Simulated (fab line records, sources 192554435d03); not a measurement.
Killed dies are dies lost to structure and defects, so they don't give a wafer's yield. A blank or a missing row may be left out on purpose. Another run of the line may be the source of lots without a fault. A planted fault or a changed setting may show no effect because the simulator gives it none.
fab line records | flow n5-finfet
record: lots: 10 wafers: 30 last-day: 18
route steps=1938 shown BEOL_M4@1111 BEOL_M11@1581 PASSIVATION@1936
lots that met no fault: from a run of the same line without faults
start-h: hours from the record's opening day to when the first of the lot's shown wafers began | wait-h: time in hours since the lot's previous step | " same as the row above | L1.1+2: several wafers, shown together as one row | - value missing, or start not given | * or withheld: withheld | < > ~ a bound
route shown NAME@n: names a module that has steps shown in the file, with the first one's number in the route | usual: mean/standard deviation of fault-free wafers | same: alike in all rows | chamber/n: place in a boat | sites: readings site by site | _std_site: their standard deviation | _edge_site: outer sites' mean less inner sites' | radius-mm: how far each site lies from the wafer's centre | mask NAME#n: copy n | behind: the tool/chamber that last shaped the wafer | hold: why the lot went on hold/how many hours it stayed there/how the hold came to an end | device: whichever transistor did not switch (one of n, p or np) | end of line: the same wafers' tests at the end of the route | a step given without rows: its recipe and nothing more | killed: dies that structure and defects cost at the first sort, which is not the same as the wafer's yield | map: per-die view of a wafer (x killed, . not killed, _ where there is no die)
set.NAME: the setting the step ran with; set.NAME@STEP: the setting that earlier step ran with | model.NAME: the simulator's own value behind a step, which no gauge read
a sample of lots followed through the steps of the route, with each step as a table and each wafer as a row
services: when a tool's chamber went out of use (start-h, in hours from the record's first day, below 0 if earlier), for how many hours, and the reason
== steps ==
step: N5_BEOL_M4_RC_MEAS_101
usual: DIBL_N: 36.3/2 DIBL_P: 36.3/2.4 IOFF_N: 0.16/0.034 IOFF_P: 0.21/0.035 ION_N: 672/12 ION_P: 459/6.5 SS_N: 71.6/0.67 SS_P: 73.3/0.71 VT_N: 250/3.5 VT_P: -251/3
columns lot.wafer tool chamber start-h wait-h DIBL_N[mV/V] DIBL_P[mV/V] IOFF_N[nA/um] IOFF_P[nA/um] ION_N[uA/um] ION_P[uA/um] SS_N[mV/dec] SS_P[mV/dec] VT_N[mV] VT_P[mV]
L906.3 prober-01 0 171.06 0.3 35.5 35.7 0.15 0.20 662 458 71.6 73.3 250 -251
L906.4 " 0 " " 35.7 35.9 0.15 0.21 661 459 71.4 72.8 254 -251
L906.5 " 0 " " 34.9 34.7 0.13 0.19 655 450 71.9 72.6 251 -251
L911.1 prober-01 0 200.49 0.0 34.8 35.7 0.14 0.19 674 460 71.6 72.7 251 -250
L911.3 " 0 " " 36.4 37.8 0.16 0.22 675 467 71.6 73.9 249 -249
L911.6 " 0 " " 36.4 36.9 0.17 0.21 680 458 70.6 73.1 247 -251
L912.2 prober-02 0 219.97 0.2 31.6 31.6 0.11 0.16 650 451 71.4 72.7 258 -253
L912.4 " 0 " " 33.2 33.4 0.13 0.18 660 457 70.7 72.2 252 -251
L912.6 " 0 " " 33.5 34.0 0.14 0.20 668 458 71.6 73.1 251 -248
L914.1 prober-02 0 242.48 0.0 36.2 34.9 0.14 0.16 668 452 71.8 73.0 253 -257
L914.4 " 0 " " 40.1 40.8 0.23 0.26 681 462 72.4 73.9 245 -251
L914.5 " 0 " " 39.7 37.9 0.20 0.21 677 453 73.6 73.3 252 -252
L916.2 prober-01 0 255.75 0.2 36.1 37.2 0.15 0.21 664 455 71.5 73.3 249 -251
L916.4 " 0 " " 35.3 36.9 0.16 0.21 692 476 71.4 73.0 247 -251
L916.5 " 0 " " 37.2 38.8 0.19 0.23 683 462 72.4 73.6 246 -249
L915.3 prober-02 0 261.43 0.3 38.4 39.9 0.19 0.26 689 467 71.9 74.1 247 -250
L915.5 " 0 " " 37.1 37.6 0.17 0.24 673 465 71.4 73.6 251 -246
L915.6 " 0 " " 35.5 36.4 0.14 0.20 669 459 70.8 73.8 251 -249
L920.4 prober-01 0 286.85 0.5 33.0 33.7 0.12 0.18 658 457 71.0 72.3 253 -250
L920.5 " 0 " " 36.1 36.9 0.17 0.23 656 454 71.5 73.2 250 -248
L920.6 " 0 " " 35.6 36.2 0.15 0.22 669 455 71.2 73.1 250 -251
L921.1 prober-02 0 302.96 0.0 36.1 37.3 0.15 0.22 661 462 71.3 73.1 249 -248
L921.3 " 0 " " 36.9 37.7 0.16 0.22 669 469 70.7 72.8 249 -245
L921.5 " 0 " " 36.7 38.0 0.16 0.22 684 474 72.0 73.5 249 -248
L927.2 prober-02 0 313.77 0.2 36.8 36.2 0.16 0.20 676 458 71.6 74.0 251 -249
L927.4 " 0 " " 33.8 32.4 0.12 0.15 666 460 70.9 72.0 255 -256
L927.6 " 0 " " 34.3 33.0 0.13 0.16 672 459 70.7 72.4 253 -252
L928.1 prober-01 0 326.38 0.0 36.8 37.1 0.19 0.22 680 459 71.8 73.0 248 -249
L928.5 " 0 " " 37.2 37.9 0.20 0.24 679 459 72.0 73.4 246 -248
L928.6 " 0 " " 36.1 36.1 0.18 0.21 684 462 72.0 72.6 245 -251
step: N5_BEOL_M11_OCD_MEAS_38
usual: trench-depth-nm: 146.2/2.5
columns lot.wafer tool chamber start-h wait-h trench-depth-nm
L906.3 ocd-02 - 242.22 - 145.7
L906.4 " - " " 144.8
L906.5 " - " " 145.6
L912.2 ocd-02 - 282.01 - 145.3
L912.4 " - " " 141.9
L912.6 " - " " 149.6
L911.1 ocd-02 - 298.35 - 145.8
L911.3 " - " " 146.0
L911.6 " - " " 144.9
L914.1 ocd-01 - 302.40 - 144.8
L914.4 " - " " 145.4
L914.5 " - " " 147.8
L916.2 ocd-02 - 316.20 - 147.7
L916.4 " - " " 149.1
L916.5 " - " " 147.2
L915.3 ocd-01 - 329.94 - 144.5
L915.5 " - " " 143.7
L915.6 " - " " 144.9
L920.4 ocd-02 - 346.73 - 145.7
L920.5 " - " " 147.9
L920.6 " - " " 146.5
L921.1 ocd-02 - 367.82 - 142.9
L921.3 " - " " 149.6
L921.5 " - " " 148.2
L927.2 ocd-01 - 375.24 - 148.6
L927.4 " - " " 146.1
L927.6 " - " " 146.9
L928.1 ocd-02 - 386.39 - 149.4
L928.5 " - " " 147.3
L928.6 " - " " 149.7
step: N5_BEOL_M11_SPUTTER_48
recipe: material: Cu target-thk-a: 120 temp-c: -20 bias-v: 60 power-w: 26000 chamber-pressure-pa: 0.13 time-s: 2
usual: bias-v: 60.0/0.57 cathode-dc-power-W: 26000/4.1 chamber-pressure-pa: 0.13/0.00027 throttle-valve-pct: 30.2/0.98 time-s: 2/0
columns lot.wafer tool chamber start-h wait-h bias-v cathode-dc-power-W chamber-pressure-pa throttle-valve-pct time-s
L906.3 pvd-sputter-02 - 243.57 0.2 60.0 26000 0.13009 28.6 2
L906.4 " - " " 59.4 26001 0.13018 31.9 2
L906.5 " - " " 60.0 25998 0.12995 29.9 2
L912.2 pvd-sputter-01 - 283.32 0.2 59.0 25995 0.13009 31.6 2
L912.4 " - " " 60.1 25998 0.1299 30.1 2
L912.6 " - " " 58.6 25999 0.1305 31.9 2
L911.1 pvd-sputter-02 - 299.78 0.1 59.9 26001 0.13027 31.9 2
L911.3 " - " " 58.9 26003 0.13048 30.4 2
L911.6 " - " " 60.2 25996 0.12977 31.8 2
L914.1 pvd-sputter-03 - 304.41 0.4 60.5 26004 0.12963 30.3 2
L914.4 " - " " 58.8 26002 0.12969 28.8 2
L914.5 " - " " 59.5 26000 0.12948 30.4 2
L916.2 pvd-sputter-03 - 317.73 0.2 60.3 26001 0.12975 30.0 2
L916.4 " - " " 59.0 25996 0.12991 31.4 2
L916.5 " - " " 59.9 25996 0.13028 30.3 2
L915.3 pvd-sputter-02 - 331.18 0.1 - - - - -
L915.5 " - " " - - - - -
L915.6 " - " " - - - - -
L920.4 pvd-sputter-01 - 348.51 0.1 - - - - -
L920.5 " - " " - - - - -
L920.6 " - " " - - - - -
L921.1 pvd-sputter-02 - 370.31 0.1 60.7 26000 0.12989 28.6 2
L921.3 " - " " 60.5 25998 0.1301 30.4 2
L921.5 " - " " 58.3 26005 0.12975 29.4 2
L927.2 pvd-sputter-01 - 376.68 0.1 60.6 26004 0.12987 29.7 2
L927.4 " - " " 60.7 25995 0.13011 30.0 2
L927.6 " - " " 59.5 25996 0.12979 30.1 2
L928.1 pvd-sputter-03 - 387.93 0.1 59.9 26000 0.13027 30.2 2
L928.5 " - " " 60.5 26004 0.12997 28.9 2
L928.6 " - " " 60.6 26004 0.13005 29.9 2
step: N5_BEOL_M11_CMP_52
recipe: stop-on: SiCOH_lowk t-overpolish-s: 7 down-force-psi: 1 platen-rpm: 50 clearing-platen-down-force-psi: 1.5 clearing-platen-rpm: 50 post-cmp-clean: cu-alkaline target-thk-nm: 140 clearing-platen-pad-velocity-m-s: 0.99484 pad-velocity-m-s: 0.99484
usual: clearing-platen-down-force-psi: 1.500/0.0031 motor-current-A: 5.8/0.78 time-to-endpoint-s: 66.4/2.8
columns lot.wafer tool chamber start-h wait-h clearing-platen-down-force-psi motor-current-A time-to-endpoint-s
L906.3 cmp-03 1 244.17 0.2 1.496 5.1 66.9
L906.4 " 2 " " 1.503 5.3 62.6
L906.5 " 1 " " 1.499 5.0 70.0
L912.4 cmp-03 3 283.85 0.1 1.503 6.1 65.6
L912.2 " 2 " " 1.496 5.5 71.7
L912.6 " 3 " " 1.503 6.0 67.3
L911.3 cmp-03 2 300.31 0.2 1.503 5.5 65.6
L911.1 " 0 " " 1.500 4.9 69.5
L911.6 " 3 " " 1.499 6.3 63.8
L914.1 cmp-02 1 305.21 0.5 1.497 5.6 63.5
L914.4 " 0 " " 1.499 6.3 67.0
L914.5 " 1 " " 1.499 5.9 60.9
L916.2 cmp-01 1 318.37 0.2 1.498 5.7 67.5
L916.4 " 3 " " 1.496 6.0 64.3
L916.5 " 1 " " 1.501 6.1 67.4
L915.3 cmp-03 3 333.80 0.3 1.499 6.2 0.0
L915.5 " 0 " " 1.501 5.2 0.0
L915.6 " 1 " " 1.498 5.1 3.8
L920.4 cmp-01 2 349.69 0.2 1.490 6.8 1.5
L920.5 " 0 " " 1.502 7.7 0.0
L920.6 " 1 " " 1.501 6.2 0.6
L921.3 cmp-01 2 370.93 0.2 1.497 6.6 69.3
L921.1 " 3 " " 1.504 6.0 64.5
L921.5 " 3 " " 1.494 5.8 61.4
L927.4 cmp-03 3 377.24 0.1 1.500 6.1 63.5
L927.2 " 2 " " 1.499 5.3 66.5
L927.6 " 3 " " 1.502 6.1 60.9
L928.1 cmp-03 0 388.49 0.3 1.505 5.3 67.0
L928.5 " 3 " " 1.501 6.1 65.6
L928.6 " 0 " " 1.505 5.0 67.9
step: N5_BEOL_M11_INSPECT_58
recipe: inspect-instrument: darkfield mode: post-dep
usual: raw-defect-count: 79/26
columns lot.wafer tool chamber start-h wait-h raw-defect-count
L906.3 defect-inspect-02 - 244.58 0.0 160
L906.4 " - " " 113
L906.5 " - " " 107
L912.2 defect-inspect-01 - 284.29 0.0 70
L912.4 " - " " 45
L912.6 " - " " 89
L911.1 defect-inspect-01 - 300.76 0.0 70
L911.3 " - " " 78
L911.6 " - " " 59
L914.1 defect-inspect-02 - 305.65 0.0 74
L914.4 " - " " 61
L914.5 " - " " 50
L916.2 defect-inspect-01 - 318.82 0.0 72
L916.4 " - " " 80
L916.5 " - " " 60
L915.3 defect-inspect-02 - 334.13 0.0 63
L915.5 " - " " 63
L915.6 " - " " 50
L920.4 defect-inspect-01 - 350.06 0.0 72
L920.5 " - " " 63
L920.6 " - " " 88
L921.1 defect-inspect-02 - 371.38 0.0 66
L921.3 " - " " 72
L921.5 " - " " 48
L927.2 defect-inspect-01 - 377.69 0.0 42
L927.4 " - " " 43
L927.6 " - " " 76
L928.1 defect-inspect-01 - 388.90 0.0 40
L928.5 " - " " 57
L928.6 " - " " 76
step: N5_PASSIVATION_PROBE_49
usual: defect-limited-yield: 91.4/1.5 killed_at_M0_to_M3: 33/11 killed_at_M4_up: 14/5.3 killed-at-contacts: 13/6.2 killed-at-front-end: 39/13 killed-at-other: 3.1/2.8 killed-dies: 102/17 killed-on-rim: 13/3.8 killed-open: 68/13 killed-short: 32/7.8 sort_bin_4_leakage: 0.00/0.007 sort_bin_5_function: 5.1/0.95 sort_bin_6_memory: 3.2/0.7 sort-n-pass: 1078/18 sort-yield-pct: 91.3/1.5
same: gross-dies: 1180 killed-at-back-side: 0 sort_bin_8_speed[%]: 0
columns lot.wafer tool chamber start-h wait-h defect-limited-yield[%] killed_at_M0_to_M3 killed_at_M4_up killed-at-contacts killed-at-front-end killed-at-other killed-dies killed-on-rim killed-open killed-short sort_bin_4_leakage[%] sort_bin_5_function[%] sort_bin_6_memory[%] sort-n-pass sort-yield-pct[%]
L906.3 prober-01 - 282.14 0.1 92.5 26 19 3 39 1 88 13 51 32 0 4.4 2.6 1092 92.5
L906.4 prober-01 - 282.19 0.2 90.8 51 9 3 45 1 109 7 67 41 0 5.4 3.5 1071 90.8
L906.5 prober-01 - 282.24 0.2 92.2 38 12 10 28 4 92 7 60 30 0 5.1 2.7 1088 92.2
L912.2 prober-01 - 319.40 0.1 92.8 20 14 7 43 1 85 11 58 27 0 3.6 3.6 1095 92.8
L912.4 prober-01 - 319.50 0.2 91.8 29 11 17 39 1 97 15 69 28 0 5.2 2.6 1083 91.8
L912.6 prober-01 - 319.60 0.3 92.5 34 16 9 28 1 88 13 55 33 0 3.9 3.2 1092 92.5
L911.1 prober-01 - 336.63 0.3 91.4 30 23 5 41 2 101 17 67 34 0 5.0 3.4 1079 91.4
L911.3 prober-01 - 336.73 0.4 90.6 31 16 8 55 1 111 19 68 38 0 5.8 3.1 1069 90.6
L911.6 prober-01 - 336.88 0.5 90.8 35 19 12 41 2 109 13 77 32 0 4.9 4.2 1071 90.8
L914.1 prober-02 - 342.88 0.0 91.4 51 9 5 34 2 101 18 65 36 0 5.0 3.4 1079 91.4
L914.4 prober-02 - 343.03 0.2 91.2 39 17 6 39 3 104 14 67 32 0.08 4.7 3.5 1075 91.1
L914.5 prober-02 - 343.08 0.2 91.7 45 8 11 31 3 98 11 71 26 0 4.8 3.5 1082 91.7
L916.2 prober-02 - 359.19 0.1 90.8 30 12 19 41 7 109 14 74 34 0 5.1 4.0 1071 90.8
L916.4 prober-02 - 359.29 0.2 91.6 16 13 18 49 3 99 12 65 31 0 5.7 2.2 1081 91.6
L916.5 prober-02 - 359.34 0.2 92.5 17 13 23 36 0 89 10 67 21 0 4.4 3.0 1091 92.5
L915.3 prober-02 - 372.97 0.1 0 25 1084 20 38 13 1180 152 71 35 0 95.8 3.8 0 0
L915.5 prober-02 - 373.07 0.2 0 29 1098 11 33 9 1180 152 77 34 0 96.2 3.4 0 0
L915.6 prober-02 - 373.12 0.3 0 35 1103 14 25 3 1180 152 68 24 0 97.9 2.1 0 0
L920.4 prober-02 - 388.78 0.2 0 29 1068 20 53 10 1180 152 75 42 0 95.3 4.4 0 0
L920.5 prober-02 - 388.83 0.2 0 25 1098 18 36 3 1180 152 53 40 0 96.8 3.0 0 0
L920.6 prober-02 - 388.88 0.3 0 38 1078 16 47 1 1180 152 77 37 0 96.0 3.6 0 0
L921.1 prober-01 - 409.83 0.0 91.4 26 17 19 34 5 101 11 70 31 0 5.1 3.4 1079 91.4
L921.3 prober-01 - 409.93 0.1 92.4 40 8 23 17 2 90 12 67 23 0 4.6 2.9 1090 92.4
L921.5 prober-01 - 410.03 0.2 92.1 33 16 16 25 3 93 18 58 35 0 3.9 3.4 1087 92.1
L927.2 prober-02 - 419.96 0.1 92.1 34 7 11 41 0 93 8 66 27 0 4.7 3.1 1087 92.1
L927.4 prober-02 - 420.06 0.2 91.8 37 18 10 32 0 97 15 70 25 0 4.6 3.3 1083 91.8
L927.6 prober-02 - 420.16 0.3 92.5 37 12 9 29 2 89 11 62 26 0 4.6 2.9 1091 92.5
L928.1 prober-02 - 434.71 0.1 91.3 27 10 23 39 4 103 15 74 29 0 4.7 3.8 1077 91.3
L928.5 prober-02 - 434.91 0.3 92.9 16 26 9 33 0 84 10 60 23 0 4.0 2.7 1096 92.9
L928.6 prober-02 - 434.96 0.4 89.2 16 22 30 55 4 127 17 93 32 0 7.2 3.1 1053 89.2
killed by level:class
L906.3 STI_FIN_REVEAL:geometric-particle:open=11 BEOL_M0_SAQP:geometric-particle:short=11 FIN_SAQP:geometric-particle:short=8 BEOL_M0_SAQP:geometric-particle:open=6 BEOL_M4:geometric-particle:open=6 FIN_SAQP:geometric-particle:open=5 DUMMY_GATE:geometric-particle:open=3 GATE_CUT:geometric-particle:short=3
L906.4 FIN_SAQP:geometric-particle:open=16 BEOL_M0_SAQP:geometric-particle:short=15 BEOL_M0_SAQP:geometric-particle:open=12 STI_FIN_REVEAL:geometric-particle:open=8 BEOL_M2:geometric-particle:open=7 FIN_SAQP:geometric-particle:short=5 BEOL_M1:geometric-particle:open=5 STARTING-WAFER:geometric-particle:short=5
L906.5 BEOL_M0_SAQP:geometric-particle:short=12 BEOL_M0_SAQP:geometric-particle:open=11 MOL_CONTACT_COAG:geometric-particle:open=9 FIN_SAQP:geometric-particle:open=8 STI_FIN_REVEAL:geometric-particle:open=5 BEOL_M4:geometric-particle:open=5 FIN_SAQP:geometric-particle:short=4 BEOL_M1:geometric-particle:open=4
L912.2 FIN_SAQP:geometric-particle:open=12 FIN_SAQP:geometric-particle:short=10 BEOL_M4:geometric-particle:open=9 STI_FIN_REVEAL:geometric-particle:open=6 BEOL_M1:geometric-particle:open=6 MOL_CONTACT_COAG:geometric-particle:open=5 STARTING-WAFER:geometric-particle:open=5 BEOL_M0_SAQP:geometric-particle:short=4
L912.4 FIN_SAQP:geometric-particle:open=15 MOL_CONTACT_COAG:geometric-particle:open=14 STI_FIN_REVEAL:geometric-particle:open=8 BEOL_M4:geometric-particle:open=8 FIN_SAQP:geometric-particle:short=6 BEOL_M0_SAQP:geometric-particle:open=6 BEOL_M0_SAQP:geometric-particle:short=6 BEOL_M1:geometric-particle:open=6
L912.6 BEOL_M0_SAQP:geometric-particle:short=14 BEOL_M0_SAQP:geometric-particle:open=10 STI_FIN_REVEAL:geometric-particle:open=8 MOL_CONTACT_COAG:geometric-particle:open=7 FIN_SAQP:geometric-particle:open=4 BEOL_M1:geometric-particle:open=4 BEOL_M2:geometric-particle:open=4 FIN_SAQP:geometric-particle:short=3
L911.1 FIN_SAQP:geometric-particle:open=16 BEOL_M3:geometric-particle:open=11 BEOL_M4:geometric-particle:open=10 FIN_SAQP:geometric-particle:short=9 BEOL_M0_SAQP:geometric-particle:short=8 MOL_CONTACT_COAG:geometric-particle:open=5 BEOL_M8:geometric-particle:open=5 BEOL_M0_SAQP:geometric-particle:open=3
L911.3 FIN_SAQP:geometric-particle:open=17 STI_FIN_REVEAL:geometric-particle:open=8 BEOL_M0_SAQP:geometric-particle:short=8 FIN_SAQP:geometric-particle:short=7 BEOL_M0_SAQP:geometric-particle:open=7 DUMMY_GATE:geometric-particle:open=6 MOL_CONTACT_COAG:geometric-particle:open=5 BEOL_M1:geometric-particle:short=5
L911.6 BEOL_M4:geometric-particle:open=13 FIN_SAQP:geometric-particle:open=10 DUMMY_GATE:geometric-particle:open=8 MOL_CONTACT_COAG:geometric-particle:open=8 BEOL_M2:geometric-particle:open=8 FIN_SAQP:geometric-particle:short=7 BEOL_M0_SAQP:geometric-particle:open=7 BEOL_M3:geometric-particle:open=7
L914.1 BEOL_M3:geometric-particle:open=14 BEOL_M2:geometric-particle:open=11 BEOL_M0_SAQP:geometric-particle:open=8 FIN_SAQP:geometric-particle:open=6 BEOL_M2:geometric-particle:short=6 BEOL_M0_SAQP:geometric-particle:short=5 FIN_SAQP:geometric-particle:short=4 BEOL_M0:geometric-particle:open=4
L914.4 BEOL_M2:geometric-particle:open=20 FIN_SAQP:geometric-particle:short=9 FIN_SAQP:geometric-particle:open=7 BEOL_M3:geometric-particle:open=7 MOL_CONTACT_COAG:geometric-particle:open=6 STI_FIN_REVEAL:geometric-particle:open=5 BEOL_M4:geometric-particle:open=5 GATE_CUT:geometric-particle:open=4
L914.5 BEOL_M2:geometric-particle:open=17 MOL_CONTACT_COAG:geometric-particle:open=11 STI_FIN_REVEAL:geometric-particle:open=9 BEOL_M3:geometric-particle:open=9 BEOL_M0_SAQP:geometric-particle:open=7 FIN_SAQP:geometric-particle:short=6 BEOL_M0_SAQP:geometric-particle:short=5 STI_FIN_REVEAL:geometric-particle:short=3
L916.2 MOL_CONTACT_COAG:geometric-particle:open=14 BEOL_M2:geometric-particle:open=9 STI_FIN_REVEAL:geometric-particle:open=8 BEOL_M0_SAQP:geometric-particle:short=6 BEOL_M0:geometric-particle:open=6 FIN_SAQP:geometric-particle:short=5 MOL_CONTACT_COAG:geometric-particle:short=5 BEOL_M4:geometric-particle:open=5
L916.4 MOL_CONTACT_COAG:geometric-particle:open=16 STI_FIN_REVEAL:geometric-particle:open=12 FIN_SAQP:geometric-particle:short=9 BEOL_M3:geometric-particle:open=5 DUMMY_GATE:geometric-particle:open=4 BEOL_M4:geometric-particle:open=4 FIN_SAQP:geometric-particle:open=3 FIN_CUT:geometric-particle:open=3
L916.5 MOL_CONTACT_COAG:geometric-particle:open=18 FIN_SAQP:geometric-particle:open=9 BEOL_M3:geometric-particle:open=7 STI_FIN_REVEAL:geometric-particle:open=6 MOL_CONTACT_COAG:geometric-particle:short=5 DUMMY_GATE:geometric-particle:open=4 BEOL_M2:geometric-particle:open=4 GATE_CUT:geometric-particle:open=3
L915.3 BEOL_M11:area-ecd=556 BEOL_M11:area-sputter=517 MOL_CONTACT_COAG:geometric-particle:open=15 FIN_SAQP:geometric-particle:open=9 FIN_SAQP:geometric-particle:short=6 BEOL_M0_SAQP:geometric-particle:open=6 BEOL_M3:geometric-particle:open=6 STI_FIN_REVEAL:geometric-particle:open=5
L915.5 BEOL_M11:area-sputter=535 BEOL_M11:area-ecd=534 BEOL_M4:geometric-particle:open=15 STI_FIN_REVEAL:geometric-particle:open=10 MOL_CONTACT_COAG:geometric-particle:open=8 BEOL_M2:geometric-particle:open=7 BEOL_M0_SAQP:geometric-particle:short=5 BEOL_M3:geometric-particle:open=5
L915.6 BEOL_M11:area-ecd=554 BEOL_M11:area-sputter=534 BEOL_M3:geometric-particle:open=16 MOL_CONTACT_COAG:geometric-particle:open=12 BEOL_M4:geometric-particle:open=7 BEOL_M0_SAQP:geometric-particle:short=5 BEOL_M2:geometric-particle:open=5 STI_FIN_REVEAL:geometric-particle:open=4
L920.4 BEOL_M11:area-ecd=545 BEOL_M11:area-sputter=515 MOL_CONTACT_COAG:geometric-particle:open=18 STI_FIN_REVEAL:geometric-particle:open=14 FIN_SAQP:geometric-particle:short=11 BEOL_M2:geometric-particle:open=9 FIN_SAQP:geometric-particle:open=7 BEOL_M0_SAQP:geometric-particle:short=6
L920.5 BEOL_M11:area-ecd=550 BEOL_M11:area-sputter=537 MOL_CONTACT_COAG:geometric-particle:open=15 BEOL_M2:geometric-particle:open=10 FIN_SAQP:geometric-particle:short=9 FIN_SAQP:geometric-particle:open=7 GATE_CUT:geometric-particle:short=7 BEOL_M4:geometric-particle:short=5
L920.6 BEOL_M11:area-ecd=541 BEOL_M11:area-sputter=525 MOL_CONTACT_COAG:geometric-particle:open=13 DUMMY_GATE:geometric-particle:open=10 BEOL_M4:geometric-particle:open=10 BEOL_M0_SAQP:geometric-particle:short=10 BEOL_M2:geometric-particle:open=9 FIN_SAQP:geometric-particle:short=8
L921.1 MOL_CONTACT_COAG:geometric-particle:open=18 BEOL_M4:geometric-particle:open=10 STI_FIN_REVEAL:geometric-particle:open=8 BEOL_M2:geometric-particle:open=7 BEOL_M0_SAQP:geometric-particle:short=6 FIN_SAQP:geometric-particle:open=5 FIN_SAQP:geometric-particle:short=5 DUMMY_GATE:geometric-particle:open=5
L921.3 MOL_CONTACT_COAG:geometric-particle:open=19 BEOL_M1:geometric-particle:open=10 BEOL_M0_SAQP:geometric-particle:open=9 BEOL_M2:geometric-particle:open=6 BEOL_M3:geometric-particle:open=5 MOL_CONTACT_COAG:geometric-particle:short=4 BEOL_M3:geometric-particle:short=4 FIN_SAQP:geometric-particle:short=3
L921.5 MOL_CONTACT_COAG:geometric-particle:open=12 BEOL_M0_SAQP:geometric-particle:short=11 STI_FIN_REVEAL:geometric-particle:open=6 BEOL_M8:geometric-particle:open=6 BEOL_M0_SAQP:geometric-particle:open=5 BEOL_M3:geometric-particle:open=5 FIN_SAQP:geometric-particle:open=4 MOL_CONTACT_COAG:geometric-particle:short=4
L927.2 FIN_SAQP:geometric-particle:open=21 BEOL_M3:geometric-particle:open=13 MOL_CONTACT_COAG:geometric-particle:open=8 FIN_SAQP:geometric-particle:short=7 BEOL_M0_SAQP:geometric-particle:open=5 BEOL_M0_SAQP:geometric-particle:short=5 BEOL_M1:geometric-particle:open=5 DUMMY_GATE:geometric-particle:open=4
L927.4 MOL_CONTACT_COAG:geometric-particle:open=10 BEOL_M0_SAQP:geometric-particle:open=10 BEOL_M1:geometric-particle:open=8 STARTING-WAFER:geometric-particle:open=8 BEOL_M0_SAQP:geometric-particle:short=6 BEOL_M4:geometric-particle:open=6 STI_FIN_REVEAL:geometric-particle:open=5 BEOL_M3:geometric-particle:open=5
L927.6 BEOL_M1:geometric-particle:open=9 BEOL_M3:geometric-particle:open=9 MOL_CONTACT_COAG:geometric-particle:open=8 BEOL_M5:geometric-particle:open=7 BEOL_M0_SAQP:geometric-particle:open=6 BEOL_M0_SAQP:geometric-particle:short=6 FIN_SAQP:geometric-particle:open=5 DUMMY_GATE:geometric-particle:short=4
L928.1 MOL_CONTACT_COAG:geometric-particle:open=19 BEOL_M1:geometric-particle:open=12 FIN_SAQP:geometric-particle:open=6 GATE_CUT:geometric-particle:short=6 STI_FIN_REVEAL:geometric-particle:open=5 ILD0:geometric-particle:open=5 GATE_CUT:geometric-particle:open=4 MOL_CONTACT_COAG:geometric-particle:short=4
L928.5 BEOL_M5:geometric-particle:open=11 STI_FIN_REVEAL:geometric-particle:open=9 FIN_SAQP:geometric-particle:open=6 MOL_CONTACT_COAG:geometric-particle:open=6 BEOL_M4:geometric-particle:open=5 BEOL_M2:geometric-particle:open=4 ILD0:geometric-particle:open=4 GATE_CUT:geometric-particle:open=4
L928.6 MOL_CONTACT_COAG:geometric-particle:open=22 STI_FIN_REVEAL:geometric-particle:open=19 FIN_SAQP:geometric-particle:open=9 MOL_CONTACT_COAG:geometric-particle:short=8 BEOL_M1:geometric-particle:open=8 BEOL_M5:geometric-particle:open=7 BEOL_M4:geometric-particle:open=6 STI_FIN_REVEAL:geometric-particle:short=5
== services ==
columns tool chamber start-h hours kind
cmp-02 - 226.00 6.5 pm
cmp-01 - 243.11 5.2 pm
cmp-02 - 270.49 3.3 repair
cmp-02 - 281.52 4.0 pm
cmp-02 - 285.52 - consumable-replace:conditioner
cmp-02 - 285.52 - consumable-replace:pad
cmp-01 - 305.18 1.3 repair
cmp-03 - 356.08 2.3 repair
== key ==
first-sign: step: N5_BEOL_M11_SPUTTER_48 reading: tool-record direction: missing
effect: step: N5_BEOL_M11_CMP_52 reading: time-to-endpoint-s direction: down sigmas: 23 usual: * struck: *
effect: step: N5_PASSIVATION_PROBE_49 reading: killed_at_M4_up direction: up sigmas: 99+ usual: 14 struck: 1088
more-kills-born-at: N5_BEOL_M11_ECD_50@ecd-cu-02: 3280 N5_BEOL_M11_SPUTTER_48@pvd-sputter-02: 1586 N5_BEOL_M11_SPUTTER_48@pvd-sputter-01: 1577
met-at N5_BEOL_M11_SPUTTER_48
struck-lots L915,L920
later-rows-left-out L915.3,L915.5,L915.6,L920.4,L920.5,L920.6
not-acting-at N5_BEOL_M11_OCD_MEAS_38,N5_BEOL_M11_INSPECT_58
onset-between 299.78 331.18
fault: kind: skipped-step-whole tool: pvd-sputter-01,pvd-sputter-02 chamber: - onset-h: 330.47 steps: N5_BEOL_M11_SPUTTER_48 scope: struck-lots-only
later-rows-left-out: the simulator's readings of these wafers behind a module that went badly wrong aren't trusted and aren't shown, but for the sort
